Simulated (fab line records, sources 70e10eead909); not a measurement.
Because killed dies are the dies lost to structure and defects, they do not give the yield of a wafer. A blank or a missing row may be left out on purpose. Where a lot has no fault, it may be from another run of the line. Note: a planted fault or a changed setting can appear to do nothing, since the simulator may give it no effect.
Which of the tools did it? | flow nandHarc | Sampling: 14 lots, 42 wafers, 5 of 1302 route steps

== WHAT THE GAUGES SHOWED, per wafer ==
NHARC_P_M0_OVL_MEAS_10: pitch 180 nm. Usual: overlayXNm -0.3 nm, standard deviation 0.87; overlayYNm 0.0 nm, standard deviation 0.8.
lot  | measured     | on         | overlayXNm (nm) | overlayYNm (nm) | flag
L386 | day 6 04:45  | overlay-02 | -1.1 -1.2 -1.3  | 0.6 0.3 0.7     | 
L387 | day 6 08:22  | overlay-02 | 0.5 -0.6 -0.5   | -0.9 -1.3 -1.0  | 
L388 | day 6 21:13  | overlay-02 | -0.8 -1.4 -1.7  | -1.4 -0.8 -0.7  | 
L389 | day 7 03:17  | overlay-02 | 0.3 0.0 0.0     | -1.0 -1.2 -0.7  | 
L396 | day 10 02:09 | overlay-02 | 0.6 0.7 0.9     | 0.8 0.6 -0.2    | 
L398 | day 10 22:02 | overlay-02 | 0.1 -0.5 -0.1   | -0.8 -0.9 -1.1  | 
L399 | day 11 11:49 | overlay-01 | 1.4 1.3 1.7     | 0.3 0.1 0.2     | 
L401 | day 12 05:08 | overlay-01 | -1.9 -1.3 -1.5  | 1.1 0.3 0.7     | 
L402 | day 12 15:59 | overlay-01 | 0.1 -0.2 -0.1   | 0.4 0.3 1.0     | 
L403 | day 12 21:31 | overlay-01 | 1.0 0.8 0.4     | 0.5 1.1 -0.3    | 
L405 | day 13 23:30 | overlay-02 | -1.6 -0.8 -1.6  | 0.8 1.1 0.3     | 
L407 | day 14 16:17 | overlay-02 | 0.1 -0.1 0.0    | 0.1 0.0 -0.8    | 
L408 | day 15 05:49 | overlay-02 | -0.1 0.4 0.3    | -0.7 0.1 -0.3   | 
L409 | day 15 21:41 | overlay-01 | 0.9 0.7 1.0     | 0.4 0.1 0.3     | 

NHARC_P_M0_CD_MEAS_16. Usual: cdNm at 90.1 nm, with a standard deviation of 0.94.
lot  | measured     | on       | cdNm (nm)      | flag
L386 | day 6 05:09  | cdSem-03 | 88.3 90.5 91.5 | 
L387 | day 6 08:45  | cdSem-02 | 89.0 88.9 90.5 | 
L388 | day 6 21:37  | cdSem-03 | 90.9 90.9 90.0 | 
L389 | day 7 03:41  | cdSem-02 | 90.8 90.2 91.0 | 
L396 | day 10 02:41 | cdSem-02 | 92.5 90.9 91.6 | 
L398 | day 10 22:26 | cdSem-02 | 89.4 89.3 90.0 | 
L399 | day 11 12:28 | cdSem-02 | 90.6 89.8 90.3 | 
L401 | day 12 05:32 | cdSem-02 | 89.3 89.2 88.7 | 
L402 | day 12 16:23 | cdSem-02 | 89.1 89.1 90.0 | 
L403 | day 12 21:55 | cdSem-01 | 89.9 90.8 90.2 | 
L405 | day 13 23:55 | cdSem-03 | 90.2 89.8 89.5 | 
L407 | day 14 16:41 | cdSem-02 | 89.3 90.0 88.8 | 
L408 | day 15 06:16 | cdSem-02 | 89.6 88.9 89.0 | 
L409 | day 15 22:05 | cdSem-02 | 88.1 92.2 89.1 | 

NHARC_P_M1_CD_MEAS_09: the cd target is 130 nm. Usual: cdNm at 129.6 nm, with a standard deviation of 0.68.
lot  | measured     | on       | cdNm (nm)         | flag
L386 | day 6 08:42  | cdSem-03 | 128.9 129.7 129.4 | 
L387 | day 6 12:19  | cdSem-02 | 129.4 130.3 129.2 | 
L388 | day 7 01:05  | cdSem-02 | 130.8 130.3 130.6 | 
L389 | day 7 07:08  | cdSem-02 | 128.3 130.1 129.2 | 
L396 | day 10 06:15 | cdSem-03 | 112.2 111.5 111.5 | OFF
L398 | day 11 02:02 | cdSem-02 | 114.6 115.8 115.0 | OFF
L399 | day 11 16:08 | cdSem-03 | 128.9 129.9 129.0 | 
L401 | day 12 09:07 | cdSem-01 | 129.6 130.6 129.6 | 
L402 | day 12 19:58 | cdSem-02 | 129.1 129.8 128.4 | 
L403 | day 13 01:31 | cdSem-02 | 129.2 129.5 129.8 | 
L405 | day 14 03:38 | cdSem-03 | 129.3 129.4 130.3 | 
L407 | day 14 20:17 | cdSem-03 | 129.7 129.0 129.1 | 
L408 | day 15 10:05 | cdSem-01 | 131.2 130.2 130.3 | 
L409 | day 16 01:31 | cdSem-03 | 128.2 129.4 130.2 | 

== TOOL THAT RAN EACH LOT (tool first, then ch and the chambers of the sampled wafers, then the start) ==
lot  | NHARC_P_M0_PRE_CLEAN_29                | NHARC_P_M1_EXPOSE_06
L386 | pvdSputter-03, day 6 08:34 or earlier  | arfiScanner-01 ch 0, day 6 08:34
L387 | pvdSputter-03, day 6 12:11 or earlier  | arfiScanner-02 ch 0, day 6 12:11
L388 | pvdSputter-01, day 7 00:56 or earlier  | arfiScanner-02 ch 0, day 7 00:56
L389 | pvdSputter-02, day 7 07:00 or earlier  | arfiScanner-02 ch 0, day 7 07:00
L396 | pvdSputter-01, day 10 06:07 or earlier | arfiScanner-02 ch 0, day 10 06:07
L398 | pvdSputter-01, day 11 01:54 or earlier | arfiScanner-02 ch 0, day 11 01:54
L399 | pvdSputter-02, day 11 15:59 or earlier | arfiScanner-03 ch 0, day 11 15:59
L401 | pvdSputter-03, day 12 08:58 or earlier | arfiScanner-03 ch 0, day 12 08:58
L402 | pvdSputter-02, day 12 19:50 or earlier | arfiScanner-03 ch 0, day 12 19:50
L403 | pvdSputter-01, day 13 01:23 or earlier | arfiScanner-01 ch 0, day 13 01:23
L405 | pvdSputter-01, day 14 03:29 or earlier | arfiScanner-01 ch 0, day 14 03:29
L407 | pvdSputter-03, day 14 20:08 or earlier | arfiScanner-03 ch 0, day 14 20:08
L408 | pvdSputter-01, day 15 09:56 or earlier | arfiScanner-01 ch 0, day 15 09:56
L409 | pvdSputter-01, day 16 01:23 or earlier | arfiScanner-01 ch 0, day 16 01:23
- NHARC_P_M0_PRE_CLEAN_29: time 30 s.
- NHARC_P_M1_EXPOSE_06: exposes mask P M1, target cd 130 nm.

== WHAT THE TOOLS THEMSELVES READ (means of the sampled wafers that have a number; where no wafer has one, the mark that the record gives instead) ==
NHARC_P_M0_PRE_CLEAN_29. Usual: heaterPowerW at 406 W, with a standard deviation of 46.
lot  | tool          | heaterPowerW (W) | flag
L386 | pvdSputter-03 | 374              | 
L387 | pvdSputter-03 | 381              | 
L388 | pvdSputter-01 | 436              | 
L389 | pvdSputter-02 | 413              | 
L396 | pvdSputter-01 | 429              | 
L398 | pvdSputter-01 | 446              | 
L399 | pvdSputter-02 | 417              | 
L401 | pvdSputter-03 | 372              | 
L402 | pvdSputter-02 | 377              | 
L403 | pvdSputter-01 | 404              | 
L405 | pvdSputter-01 | 441              | 
L407 | pvdSputter-03 | 369              | 
L408 | pvdSputter-01 | 405              | 
L409 | pvdSputter-01 | 483              | 

NHARC_P_M1_EXPOSE_06. Usual: exposureDoseMJCm2 at 81.75, with a standard deviation of 0.095.
lot  | tool           | exposureDoseMJCm2 | flag
L386 | arfiScanner-01 | 81.72             | 
L387 | arfiScanner-02 | 81.74             | 
L388 | arfiScanner-02 | 81.80             | 
L389 | arfiScanner-02 | 81.97             | 
L396 | arfiScanner-02 | 60.15             | OFF
L398 | arfiScanner-02 | 64.49             | OFF
L399 | arfiScanner-03 | 81.66             | 
L401 | arfiScanner-03 | 81.73             | 
L402 | arfiScanner-03 | 81.62             | 
L403 | arfiScanner-01 | 81.77             | 
L405 | arfiScanner-01 | 81.71             | 
L407 | arfiScanner-03 | 81.75             | 
L408 | arfiScanner-01 | 81.68             | 
L409 | arfiScanner-01 | 81.74             | 

== THE ANSWER, worked out from the rows above alone ==
Rule: take the mean of a lot's wafers that have a number; if it is more than 3 standard deviations from the usual mean, the lot is off. Also off: a lot with no number at a reading for which 4 or more lots have one. Any other lot the step has rows for is counted as sound. After the gauges, taken in route order, come the tools' own readings; for these a lot's mean is taken, as printed above. At the first step where some lot is off, the reading lying furthest off is the one used; lots without a number count as furthest.
Off: L396, L398, at NHARC_P_M1_CD_MEAS_09 (cdNm).
A tool fits if, at a process step before that reading, it ran every lot that is off, and no sound lot after the first of them. The gauges at NHARC_P_M1_CD_MEAS_09 aren't tried: what is off there is off at NHARC_P_M1_EXPOSE_06 too, on other tools, and a gauge's error can't cause that. With no start given for some of its lots, NHARC_P_M0_PRE_CLEAN_29 uses the hours and lot order of NHARC_P_M1_EXPOSE_06. One fits: NHARC_P_M1_EXPOSE_06 on arfiScanner-02. A fault onset in the window from L389 (day 7 07:00, its last sound lot) to L396 (day 10 06:07, its first lot off) fits.
On the lots that are off, the tool's own readings at NHARC_P_M1_EXPOSE_06 differ by more than 5 times the standard deviation of the sound lots' means, which bears it out; exposureDoseMJCm2 reads 62.32 there versus 81.74 on the sound lots.

== WHAT THE SIMULATOR HAD INSERTED ==
Process parameters drifting: arfiScanner-02 at NHARC_P_M1_EXPOSE_06, beginning at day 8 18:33. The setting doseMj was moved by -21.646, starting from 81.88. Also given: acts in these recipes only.
Shown lots that were struck: L396, L398. The rule above found the same.
